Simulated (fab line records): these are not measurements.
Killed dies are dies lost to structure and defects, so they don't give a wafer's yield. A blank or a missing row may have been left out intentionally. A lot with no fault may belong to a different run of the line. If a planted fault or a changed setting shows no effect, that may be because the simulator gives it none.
fab line records ; flow nandHarc ; part 1 of 2: steps 1 to 24 of 31
record lots=5; wafers=15; lastDay=33
route steps=1302 shown A_STAIRCASE@653
lots that met no fault: taken from a fault-free run of the same line
startH: hours from the record's opening day to when the first of the lot's shown wafers began ; waitH: how many hours have passed since the lot's step before this one ; " same as the row above ; L1.1+2: a row that stands for several wafers ; - no value, or no start was given ; * or withheld: withheld ; < > ~ a bound
route shown NAME@n: a module of which the file shows steps, and the number in the route of the first ; usual: mean/standard deviation taken from wafers without a fault ; same: alike in all rows ; chamber/n: place in a boat ; sites: per-site readings ; _std_site: standard deviation across them ; _edge_site: outer sites' mean less inner sites' ; radiusMm: how far each site lies from the wafer's centre ; mask NAME#n: copy n ; behind: the tool/chamber that last shaped the wafer ; hold: cause of the lot's hold/its duration in hours/its outcome ; device: which transistor (n, p or np) failed to switch ; end of line: tests of these same wafers at the route's end ; where a step has no rows: the recipe by itself ; killed: at the first sort, the dies lost to defects and structure; wafer yield is something else ; map: a wafer's dies, x killed, . not, _ none there
set.NAME: the run value of the setting; set.NAME@STEP: its run value at that earlier step ; model.NAME: the simulator's own value behind a step, which no gauge read
lots seen at some steps along the route; tables by step, rows by wafer
services: from which hour (startH, from the record's first day; less than 0 if before it) a tool's chamber was out of use, for how many hours, and why
## steps
# step NHARC_A_STAIRCASE_STRIP_171
# recipe powerW=1500; tempC=250; chemistry=O2
# usual drypumpMotorCurrentA=5.5/0.36; heaterPowerW=321/10
lot.wafer;tool;chamber;startH;waitH;drypumpMotorCurrentA;heaterPowerW;rfHoursCounterH
L076.2;plasmaAsher-01;1;380.52;-;5.4;306;30
L076.4;plasmaAsher-01;0;380.52;-;6.1;323;-
L076.6;plasmaAsher-01;0;380.52;-;6.1;324;-
L082.2;plasmaAsher-01;0;427.56;-;6.1;329;1
L082.4;plasmaAsher-01;1;427.56;-;5.4;317;-
L082.5;plasmaAsher-01;0;427.56;-;6.1;332;-
L093.2;plasmaAsher-01;0;546.35;-;6.1;324;28
L093.3;plasmaAsher-01;1;546.35;-;5.4;313;-
L093.4;plasmaAsher-01;0;546.35;-;6.1;321;-
L094.1;plasmaAsher-01;0;558.12;-;6.1;334;30
L094.3;plasmaAsher-01;1;558.12;-;5.4;320;-
L094.5;plasmaAsher-01;1;558.12;-;5.4;321;-
L097.1;plasmaAsher-01;0;569.44;-;6.1;325;32
L097.4;plasmaAsher-01;0;569.44;-;6.1;325;-
L097.6;plasmaAsher-01;0;569.44;-;6.1;336;-
# step NHARC_A_STAIRCASE_STRIP_172
# recipe timeS=900; tempC=130; chemistry=SPM
lot.wafer;tool;chamber;startH;waitH
L076.2+4+6;wetBench-07;1,3,6;380.83;0.3
L082.2+5+4;wetBench-07;7,0,4;427.86;0.3
L093.3+4+2;wetBench-07;3,6,7;546.65;0.2
L094.3+5+1;wetBench-06;2,3,6;558.47;0.2
L097.4+6+1;wetBench-06;1,2,5;569.74;0.2
# step NHARC_A_STAIRCASE_PRECLEAN_173
# recipe timeS=*; tempC=50; bathAgeMin=0; chemistry=SC1
lot.wafer;tool;chamber;startH;waitH
L076.2+4+6;wetBench-07;1,3,6;-;-
L082.2+5+4;wetBench-07;7,0,4;-;-
L093.3+4+2;wetBench-07;3,6,7;-;-
L094.3+5+1;wetBench-06;2,3,6;-;-
L097.4+6+1;wetBench-06;1,2,5;-;-
# step NHARC_A_STAIRCASE_SRD_174
lot.wafer;tool;chamber;startH;waitH
L076.2+4+6;wetBench-07;1,3,6;-;-
L082.2+5+4;wetBench-07;7,0,4;-;-
L093.3+4+2;wetBench-07;3,6,7;-;-
L094.3+5+1;wetBench-06;2,3,6;-;-
L097.4+6+1;wetBench-06;1,2,5;-;-
# step NHARC_A_STAIRCASE_DEHYDRATE_01
# recipe tempC=150; timeS=120
lot.wafer;tool;chamber;startH;waitH
L076.2+4+6;lithoTrack-07;0;381.37;-
L082.2+4+5;lithoTrack-02;0;428.31;-
L093.2+3+4;lithoTrack-02;0;547.11;-
L094.1+3+5;lithoTrack-03;0;558.92;-
L097.1+4+6;lithoTrack-03;0;570.20;-
# step NHARC_A_STAIRCASE_HMDS_02
# recipe timeS=30
lot.wafer;tool;chamber;startH;waitH
L076.2+4+6;lithoTrack-07;0;-;-
L082.2+4+5;lithoTrack-02;0;-;-
L093.2+3+4;lithoTrack-02;0;-;-
L094.1+3+5;lithoTrack-03;0;-;-
L097.1+4+6;lithoTrack-03;0;-;-
# step NHARC_A_STAIRCASE_COAT_03
# recipe spinRpm=1200
lot.wafer;tool;chamber;startH;waitH
L076.2+4+6;lithoTrack-07;0;-;-
L082.2+4+5;lithoTrack-02;0;-;-
L093.2+3+4;lithoTrack-02;0;-;-
L094.1+3+5;lithoTrack-03;0;-;-
L097.1+4+6;lithoTrack-03;0;-;-
# step NHARC_A_STAIRCASE_SOFTBAKE_04
# recipe tempC=135; timeS=170
lot.wafer;tool;chamber;startH;waitH
L076.2+4+6;lithoTrack-07;0;-;-
L082.2+4+5;lithoTrack-02;0;-;-
L093.2+3+4;lithoTrack-02;0;-;-
L094.1+3+5;lithoTrack-03;0;-;-
L097.1+4+6;lithoTrack-03;0;-;-
# step NHARC_A_STAIRCASE_EBR_05
lot.wafer;tool;chamber;startH;waitH
L076.2+4+6;lithoTrack-07;0;-;-
L082.2+4+5;lithoTrack-02;0;-;-
L093.2+3+4;lithoTrack-02;0;-;-
L094.1+3+5;lithoTrack-03;0;-;-
L097.1+4+6;lithoTrack-03;0;-;-
# step NHARC_A_STAIRCASE_EXPOSE_06
# recipe na=0.5; doseMj=25.43; maskId=STAIR
lot.wafer;tool;chamber;startH;waitH;mask
L076.2+4+6;krfScanner-02;0;381.71;-;STAIR#0
L082.2+4+5;krfScanner-01;0;428.65;-;STAIR#0
L093.2+3+4;krfScanner-01;0;547.45;-;STAIR#0
L094.1+3+5;krfScanner-01;0;559.13;-;STAIR#0
L097.1+4+6;krfScanner-01;0;570.53;-;STAIR#0
# step NHARC_A_STAIRCASE_PEB_07
# recipe pebTempC=115; pebTimeS=130
lot.wafer;tool;chamber;startH;waitH
L076.2+4+6;lithoTrack-02;0;381.77;0.1
L082.2+4+5;lithoTrack-02;0;428.71;0.1
L093.2+3+4;lithoTrack-07;0;547.52;0.1
L094.1+3+5;lithoTrack-03;0;559.19;0.1
L097.1+4+6;lithoTrack-02;0;570.60;0.1
# step NHARC_A_STAIRCASE_DEVELOP_08
# recipe timeS=140
lot.wafer;tool;chamber;startH;waitH
L076.2+4+6;lithoTrack-02;0;-;-
L082.2+4+5;lithoTrack-02;0;-;-
L093.2+3+4;lithoTrack-07;0;-;-
L094.1+3+5;lithoTrack-03;0;-;-
L097.1+4+6;lithoTrack-02;0;-;-
# step NHARC_A_STAIRCASE_HARDBAKE_10
# recipe tempC=120; timeS=140
lot.wafer;tool;chamber;startH;waitH
L076.2+4+6;lithoTrack-07;0;381.99;-
L082.2+4+5;lithoTrack-03;0;428.93;-
L093.2+3+4;lithoTrack-02;0;547.74;-
L094.1+3+5;lithoTrack-03;0;559.41;-
L097.1+4+6;lithoTrack-02;0;570.82;-
# step NHARC_A_STAIRCASE_DESCUM_11
# recipe timeS=3; o2FlowSccm=200; arFlowSccm=0; biasPowerW=0; chemistry=O2
# usual drypumpMotorCurrentA=5.9/0.49; oesProductAu=1.000/0.0068; rfVppV=57.9/0.91; showerheadPlenumPTorr=1.92/0.091; throttleValvePct=11.311/0.0098
lot.wafer;tool;chamber;startH;waitH;drypumpMotorCurrentA;oesProductAu;rfHoursCounterH;rfVppV;showerheadPlenumPTorr;throttleValvePct
L076.2;rieDiel-03;1;382.10;-;5.2;1.005;24;58.6;2.07;11.321
L076.4;rieDiel-03;2;382.10;-;5.0;0.996;26;56.9;1.87;11.305
L076.6;rieDiel-03;3;382.10;-;6.1;0.999;-;56.8;1.90;11.316
L082.2;rieDiel-13;3;429.04;-;6.6;0.994;27;58.0;1.83;11.320
L082.4;rieDiel-13;3;429.04;-;6.6;0.989;-;57.8;1.83;11.307
L082.5;rieDiel-13;1;429.04;-;6.4;0.993;-;57.8;1.77;11.302
L093.3;rieDiel-03;2;547.84;-;5.0;0.987;19;56.6;1.86;11.286
L093.4;rieDiel-03;3;547.84;-;6.2;0.996;32;57.3;1.88;11.297
L093.2;rieDiel-03;0;547.84;-;6.0;1.000;25;58.4;1.90;11.310
L094.1;rieDiel-12;2;559.51;-;6.3;1.003;41;57.8;1.87;11.321
L094.3;rieDiel-12;0;559.51;-;6.2;1.003;33;56.8;1.83;11.309
L094.5;rieDiel-12;1;559.51;-;6.2;1.004;-;58.4;2.06;11.291
L097.1;rieDiel-13;0;570.92;-;6.0;1.001;13;58.0;1.91;11.318
L097.4;rieDiel-13;1;570.92;-;6.4;1.002;9;57.9;2.07;11.319
L097.6;rieDiel-13;3;570.92;-;6.6;0.994;-;57.9;1.81;11.307
# step NHARC_A_STAIRCASE_TRIM_12
# recipe timeS=211.2; o2FlowSccm=500; arFlowSccm=0; biasW=0; chemistry=O2
# usual drypumpMotorCurrentA=5.9/0.48; oesProductAu=0.999/0.0078; rfVppV=57.8/0.93; showerheadPlenumPTorr=3.53/0.16; throttleValvePct=17.036/0.01
lot.wafer;tool;chamber;startH;waitH;drypumpMotorCurrentA;oesProductAu;rfHoursCounterH;rfVppV;showerheadPlenumPTorr;throttleValvePct
L076.2;rieDiel-03;0;382.16;0.1;6.0;0.997;26;57.5;3.54;17.024
L076.4;rieDiel-03;2;382.16;0.1;5.0;1.005;26;57.4;3.46;17.038
L076.6;rieDiel-03;1;382.16;0.1;5.2;1.004;-;57.7;3.79;17.053
L082.2;rieDiel-13;3;429.18;0.1;6.7;0.993;27;56.9;3.38;17.020
L082.5;rieDiel-13;1;429.18;0.1;6.5;0.995;-;57.4;3.29;17.044
L082.4;rieDiel-13;2;429.18;0.1;5.9;0.992;-;58.4;3.54;17.034
L093.2;rieDiel-03;2;547.93;0.1;5.0;0.995;19;57.3;3.44;17.045
L093.3;rieDiel-03;3;547.93;0.1;6.2;0.996;32;57.5;3.48;17.031
L093.4;rieDiel-03;0;547.93;0.1;6.0;1.001;25;58.0;3.51;17.031
L094.3;rieDiel-12;3;559.60;0.1;5.9;1.014;38;57.9;3.75;17.035
L094.1;rieDiel-12;0;559.60;0.1;6.2;1.010;33;58.1;3.39;17.044
L094.5;rieDiel-12;2;559.60;0.1;6.3;1.001;-;59.6;3.46;17.044
L097.4;rieDiel-13;3;571.13;0.2;6.6;1.002;14;57.3;3.36;17.028
L097.1;rieDiel-13;1;571.13;0.2;6.4;1.009;9;59.8;3.80;17.030
L097.6;rieDiel-13;3;571.13;0.2;6.6;0.996;-;58.3;3.36;17.033
# step NHARC_A_STAIRCASE_ETCH_13
# recipe targetDepthA=1000; timeS=40.5; ionEnergyEv=400; c4f8FlowSccm=20; o2FlowSccm=10; arFlowSccm=withheld; rfW=600; biasW=1000; chemistry=C4F8/O2
# usual oesProductAu=0.939/0.015; rfVppV=896/5.6
lot.wafer;tool;chamber;startH;waitH;oesProductAu;rfHoursCounterH;rfVppV
L076.2;rieDiel-03;1;-;-;0.954;24;907
L076.4;rieDiel-03;2;-;-;0.954;26;893
L076.6;rieDiel-03;0;-;-;0.950;-;896
L082.2;rieDiel-13;1;-;-;0.922;18;887
L082.5;rieDiel-13;3;-;-;0.924;-;891
L082.4;rieDiel-13;1;-;-;0.930;-;886
L093.3;rieDiel-03;0;-;-;0.955;25;895
L093.2;rieDiel-03;1;-;-;0.940;30;904
L093.4;rieDiel-03;2;-;-;0.938;19;893
L094.1;rieDiel-12;0;-;-;0.949;33;892
L094.3;rieDiel-12;1;-;-;0.943;38;905
L094.5;rieDiel-12;0;-;-;0.965;-;890
L097.4;rieDiel-13;3;-;-;0.931;14;888
L097.1;rieDiel-13;1;-;-;0.940;9;906
L097.6;rieDiel-13;0;-;-;0.934;-;896
# step NHARC_A_STAIRCASE_TRIM_14
# recipe timeS=211.2; o2FlowSccm=500; arFlowSccm=0; biasW=0; chemistry=O2
# usual drypumpMotorCurrentA=5.9/0.49; oesProductAu=0.999/0.0073; rfVppV=57.9/0.86; showerheadPlenumPTorr=3.53/0.16; throttleValvePct=17.036/0.0097
lot.wafer;tool;chamber;startH;waitH;drypumpMotorCurrentA;oesProductAu;rfHoursCounterH;rfVppV;showerheadPlenumPTorr;throttleValvePct
L076.4;rieDiel-03;3;-;-;6.1;0.996;26;56.9;3.51;17.029
L076.2;rieDiel-03;0;-;-;6.0;1.000;26;57.2;3.54;17.019
L076.6;rieDiel-03;1;-;-;5.2;0.999;-;58.6;3.79;17.032
L082.2;rieDiel-13;1;-;-;6.4;1.001;18;57.7;3.29;17.044
L082.5;rieDiel-13;1;-;-;6.4;0.995;-;57.0;3.29;17.034
L082.4;rieDiel-13;2;-;-;6.0;0.990;-;58.5;3.54;17.032
L093.3;rieDiel-03;3;-;-;6.2;1.007;33;56.5;3.48;17.036
L093.2;rieDiel-03;0;-;-;6.0;0.989;25;57.5;3.51;17.034
L093.4;rieDiel-03;1;-;-;5.2;0.997;30;58.6;3.76;17.036
L094.1;rieDiel-12;1;-;-;6.2;0.998;38;59.5;3.79;17.023
L094.3;rieDiel-12;2;-;-;6.3;1.006;41;59.6;3.46;17.023
L094.5;rieDiel-12;2;-;-;6.3;1.010;-;58.2;3.46;17.048
L097.4;rieDiel-13;2;-;-;6.0;1.008;13;58.9;3.52;17.029
L097.1;rieDiel-13;3;-;-;6.6;0.996;14;57.8;3.36;17.049
L097.6;rieDiel-13;0;-;-;6.0;0.992;-;56.9;3.52;17.032
# step NHARC_A_STAIRCASE_ETCH_15
# recipe targetDepthA=1000; timeS=40.5; ionEnergyEv=400; c4f8FlowSccm=20; o2FlowSccm=10; arFlowSccm=withheld; rfW=600; biasW=1000; chemistry=C4F8/O2
# usual oesProductAu=0.943/0.011; rfVppV=896/5.7
lot.wafer;tool;chamber;startH;waitH;oesProductAu;rfHoursCounterH;rfVppV
L076.2;rieDiel-03;3;-;-;0.958;26;895
L076.4;rieDiel-03;0;-;-;0.952;26;898
L076.6;rieDiel-03;1;-;-;0.938;-;906
L082.2;rieDiel-13;3;-;-;0.942;28;892
L082.5;rieDiel-13;3;-;-;0.924;-;891
L082.4;rieDiel-13;1;-;-;0.931;-;888
L093.3;rieDiel-03;3;-;-;0.938;33;895
L093.4;rieDiel-03;1;-;-;0.951;30;905
L093.2;rieDiel-03;2;-;-;0.937;20;894
L094.1;rieDiel-12;2;-;-;0.942;41;895
L094.3;rieDiel-12;0;-;-;0.959;33;891
L094.5;rieDiel-12;1;-;-;0.947;-;906
L097.4;rieDiel-13;1;-;-;0.958;9;905
L097.1;rieDiel-13;3;-;-;0.942;14;890
L097.6;rieDiel-13;0;-;-;0.945;-;896
# step NHARC_A_STAIRCASE_TRIM_16
# recipe timeS=211.2; o2FlowSccm=500; arFlowSccm=0; biasW=0; chemistry=O2
# usual drypumpMotorCurrentA=5.9/0.5; oesProductAu=0.999/0.0072; rfVppV=57.7/0.82; showerheadPlenumPTorr=3.53/0.16; throttleValvePct=17.035/0.0092
lot.wafer;tool;chamber;startH;waitH;drypumpMotorCurrentA;oesProductAu;rfHoursCounterH;rfVppV;showerheadPlenumPTorr;throttleValvePct
L076.4;rieDiel-03;1;-;-;5.2;0.988;24;58.4;3.79;17.037
L076.2;rieDiel-03;0;-;-;6.0;0.997;26;58.3;3.54;17.041
L076.6;rieDiel-03;1;-;-;5.2;1.001;-;57.9;3.79;17.032
L082.2;rieDiel-13;1;-;-;6.4;0.997;18;57.3;3.29;17.024
L082.4;rieDiel-13;1;-;-;6.4;1.000;-;57.0;3.29;17.036
L082.5;rieDiel-13;2;-;-;6.0;0.996;-;56.5;3.54;17.028
L093.4;rieDiel-03;1;-;-;5.2;0.999;30;57.6;3.76;17.032
L093.2;rieDiel-03;2;-;-;5.0;0.992;20;57.0;3.44;17.025
L093.3;rieDiel-03;3;-;-;6.2;1.011;33;58.5;3.48;17.028
L094.1;rieDiel-12;1;-;-;6.2;0.998;38;58.2;3.79;17.045
L094.3;rieDiel-12;0;-;-;6.2;1.002;33;57.8;3.39;17.031
L094.5;rieDiel-12;1;-;-;6.2;1.000;-;59.1;3.79;17.047
L097.1;rieDiel-13;2;-;-;6.0;1.007;14;57.4;3.52;17.043
L097.4;rieDiel-13;0;-;-;6.0;0.992;13;58.0;3.52;17.039
L097.6;rieDiel-13;3;-;-;6.6;0.995;-;56.0;3.36;17.046
# step NHARC_A_STAIRCASE_ETCH_17
# recipe targetDepthA=1000; timeS=40.5; ionEnergyEv=400; c4f8FlowSccm=20; o2FlowSccm=10; arFlowSccm=withheld; rfW=600; biasW=1000; chemistry=C4F8/O2
# usual oesProductAu=0.941/0.0093; rfVppV=896/5.4
lot.wafer;tool;chamber;startH;waitH;oesProductAu;rfHoursCounterH;rfVppV
L076.2;rieDiel-03;2;-;-;0.952;27;892
L076.4;rieDiel-03;0;-;-;0.959;26;896
L076.6;rieDiel-03;2;-;-;0.941;-;894
L082.2;rieDiel-13;3;-;-;0.941;28;890
L082.5;rieDiel-13;3;-;-;0.936;-;890
L082.4;rieDiel-13;1;-;-;0.944;-;888
L093.2;rieDiel-03;0;-;-;0.949;25;896
L093.3;rieDiel-03;1;-;-;0.930;30;904
L093.4;rieDiel-03;2;-;-;0.929;20;891
L094.3;rieDiel-12;3;-;-;0.942;38;905
L094.1;rieDiel-12;0;-;-;0.961;33;892
L094.5;rieDiel-12;3;-;-;0.945;-;905
L097.4;rieDiel-13;3;-;-;0.931;14;890
L097.1;rieDiel-13;0;-;-;0.931;13;896
L097.6;rieDiel-13;3;-;-;0.940;-;890
# step NHARC_A_STAIRCASE_TRIM_18
# recipe timeS=211.2; o2FlowSccm=500; arFlowSccm=0; biasW=0; chemistry=O2
# usual drypumpMotorCurrentA=6.0/0.47; oesProductAu=0.999/0.0068; rfVppV=57.8/0.86; showerheadPlenumPTorr=3.53/0.15; throttleValvePct=17.037/0.0085
lot.wafer;tool;chamber;startH;waitH;drypumpMotorCurrentA;oesProductAu;rfHoursCounterH;rfVppV;showerheadPlenumPTorr;throttleValvePct
L076.4;rieDiel-03;0;-;-;6.0;1.002;26;58.7;3.54;17.033
L076.2;rieDiel-03;2;-;-;5.0;0.997;27;56.5;3.46;17.041
L076.6;rieDiel-03;3;-;-;6.2;1.012;-;57.7;3.51;17.027
L082.2;rieDiel-13;3;-;-;6.7;1.003;28;57.5;3.38;17.030
L082.4;rieDiel-13;2;-;-;6.0;0.999;-;58.1;3.54;17.048
L082.5;rieDiel-13;3;-;-;6.6;0.997;-;57.5;3.38;17.045
L093.3;rieDiel-03;3;-;-;6.2;0.993;33;58.2;3.48;17.037
L093.2;rieDiel-03;0;-;-;6.0;1.005;25;57.8;3.51;17.046
L093.4;rieDiel-03;2;-;-;5.0;1.001;20;57.8;3.44;17.039
L094.3;rieDiel-12;3;-;-;5.9;1.000;38;58.3;3.75;17.037
L094.1;rieDiel-12;0;-;-;6.2;0.998;33;57.3;3.39;17.028
L094.5;rieDiel-12;0;-;-;6.2;0.998;-;56.3;3.39;17.040
L097.1;rieDiel-13;0;-;-;6.0;0.996;14;56.0;3.52;17.039
L097.4;rieDiel-13;3;-;-;6.6;0.999;14;57.4;3.36;17.042
L097.6;rieDiel-13;0;-;-;6.0;0.996;-;57.6;3.52;17.033
# step NHARC_A_STAIRCASE_ETCH_19
# recipe targetDepthA=1000; timeS=40.5; ionEnergyEv=400; c4f8FlowSccm=20; o2FlowSccm=10; arFlowSccm=withheld; rfW=600; biasW=1000; chemistry=C4F8/O2
# usual oesProductAu=0.941/0.0094; rfVppV=896/5.6
lot.wafer;tool;chamber;startH;waitH;oesProductAu;rfHoursCounterH;rfVppV
L076.2;rieDiel-03;3;-;-;0.955;27;896
L076.4;rieDiel-03;0;-;-;0.946;26;896
L076.6;rieDiel-03;2;-;-;0.955;-;894
L082.2;rieDiel-13;3;-;-;0.934;29;890
L082.4;rieDiel-13;2;-;-;0.928;-;896
L082.5;rieDiel-13;3;-;-;0.940;-;890
L093.2;rieDiel-03;0;-;-;0.953;26;894
L093.3;rieDiel-03;2;-;-;0.941;20;894
L093.4;rieDiel-03;3;-;-;0.933;33;895
L094.1;rieDiel-12;2;-;-;0.949;42;893
L094.3;rieDiel-12;3;-;-;0.938;38;904
L094.5;rieDiel-12;1;-;-;0.952;-;906
L097.1;rieDiel-13;0;-;-;0.947;14;895
L097.4;rieDiel-13;1;-;-;0.940;10;906
L097.6;rieDiel-13;0;-;-;0.936;-;896
# step NHARC_A_STAIRCASE_TRIM_20
# recipe timeS=211.2; o2FlowSccm=500; arFlowSccm=0; biasW=0; chemistry=O2
# usual drypumpMotorCurrentA=6.0/0.46; oesProductAu=0.998/0.0083; rfVppV=57.9/0.9; showerheadPlenumPTorr=3.54/0.16; throttleValvePct=17.036/0.0095
lot.wafer;tool;chamber;startH;waitH;drypumpMotorCurrentA;oesProductAu;rfHoursCounterH;rfVppV;showerheadPlenumPTorr;throttleValvePct
L076.4;rieDiel-03;0;383.19;0.1;6.0;0.998;26;58.8;3.54;17.039
L076.2;rieDiel-03;1;383.19;0.1;5.2;1.003;24;58.1;3.79;17.037
L076.6;rieDiel-03;0;383.19;0.1;6.0;1.003;-;58.3;3.54;17.040
L082.2;rieDiel-13;1;430.90;0.2;6.4;0.982;19;56.5;3.29;17.037
L082.4;rieDiel-13;3;430.90;0.2;6.6;0.985;-;58.0;3.38;17.032
L082.5;rieDiel-13;2;430.90;0.2;6.0;0.990;-;57.5;3.54;17.046
L093.4;rieDiel-13;2;549.60;0.3;6.0;1.004;9;58.8;3.52;17.042
L093.2;rieDiel-13;3;549.60;0.3;6.7;0.981;10;55.9;3.36;17.053
L093.3;rieDiel-13;0;549.60;0.3;6.0;1.002;9;58.4;3.53;17.019
L094.1;rieDiel-12;1;560.65;0.1;6.3;1.004;39;59.4;3.79;17.029
L094.3;rieDiel-12;2;560.65;0.1;6.3;0.998;42;56.6;3.46;17.029
L094.5;rieDiel-12;0;560.65;0.1;6.2;0.999;-;58.0;3.39;17.057
L097.1;rieDiel-13;3;572.20;0.1;6.6;0.991;14;58.3;3.36;17.043
L097.4;rieDiel-13;1;572.20;0.1;6.5;1.000;10;58.6;3.80;17.031
L097.6;rieDiel-13;2;572.20;0.1;6.0;0.999;-;56.7;3.52;17.024
# step NHARC_A_STAIRCASE_ETCH_21
# recipe targetDepthA=1000; timeS=40.5; ionEnergyEv=400; c4f8FlowSccm=20; o2FlowSccm=10; arFlowSccm=withheld; rfW=600; biasW=1000; chemistry=C4F8/O2
# usual oesProductAu=0.949/0.016; rfVppV=896/5.6
lot.wafer;tool;chamber;startH;waitH;oesProductAu;rfHoursCounterH;rfVppV
L076.2;rieDiel-03;1;-;-;0.948;25;905
L076.4;rieDiel-03;3;-;-;0.958;27;896
L076.6;rieDiel-03;1;-;-;0.950;-;905
L082.2;rieDiel-13;2;-;-;0.925;33;898
L082.5;rieDiel-13;2;-;-;0.930;-;896
L082.4;rieDiel-13;3;-;-;0.925;-;890
L093.2;rieDiel-13;1;-;-;0.974;9;907
L093.4;rieDiel-13;2;-;-;0.972;9;897
L093.3;rieDiel-13;0;-;-;0.993;9;896
L094.3;rieDiel-12;1;-;-;0.953;39;904
L094.1;rieDiel-12;0;-;-;0.948;33;891
L094.5;rieDiel-12;1;-;-;0.951;-;905
L097.1;rieDiel-13;2;-;-;0.947;14;895
L097.4;rieDiel-13;3;-;-;0.931;14;890
L097.6;rieDiel-13;0;-;-;0.949;-;895
